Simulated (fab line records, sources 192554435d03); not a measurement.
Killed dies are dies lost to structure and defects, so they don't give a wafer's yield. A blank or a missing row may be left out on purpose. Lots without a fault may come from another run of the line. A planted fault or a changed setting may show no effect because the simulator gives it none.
Chamber matching | flow n5_finfet | N5_GATE_CUT_HM_DEP_46 on pecvd-01: 3 sister chambers
The step deposits SiO2 from TEOS/O2, target thk 130 nm, time 26.6 s. 3 wafers are shown with their chamber, then 8 later ones without.

WAFERS WITH THEIR CHAMBER
wafer  | chamber | heater_power_w (W)
L078.3 | 1       | 640
L079.5 | 0       | 416
L080.1 | 2       | 563

WAFERS WITHOUT THEIR CHAMBER
wafer  | heater_power_w (W)
L080.3 | 508
L080.5 | 451
L081.1 | 425
L081.2 | 594
L081.4 | 625
L088.1 | 426
L088.4 | 415
L088.5 | 579

WHICH CHAMBER EACH WENT THROUGH
wafer  | from the rows above     | in truth
L080.3 | can't be placed: 2 or 0 | 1
L080.5 | 0                       | 0
L081.1 | 0                       | 0
L081.2 | can't be placed: 2 or 1 | 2
L081.4 | can't be placed: 1 or 2 | 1
L088.1 | 0                       | 0
L088.4 | 0                       | 0
L088.5 | can't be placed: 2 or 1 | 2
Placed correctly: 4 of 8. Can't be placed from these rows: 4 (the true chamber is among the candidates in 3). Placed wrongly: 0.
How it was worked out, from the rows above alone: a wafer's distance from a chamber is the root of the sum, over the readings, of the square of ((its reading less the chamber's mean) divided by the reading's scatter). The wafer belongs to the nearest chamber; if the next one is less than 2 further off, it can't be placed. A chamber's mean is the mean of its shown wafers. The scatter: with one shown wafer a chamber, the root of the mean of the squares of how far each hidden wafer lies from its nearest shown one.
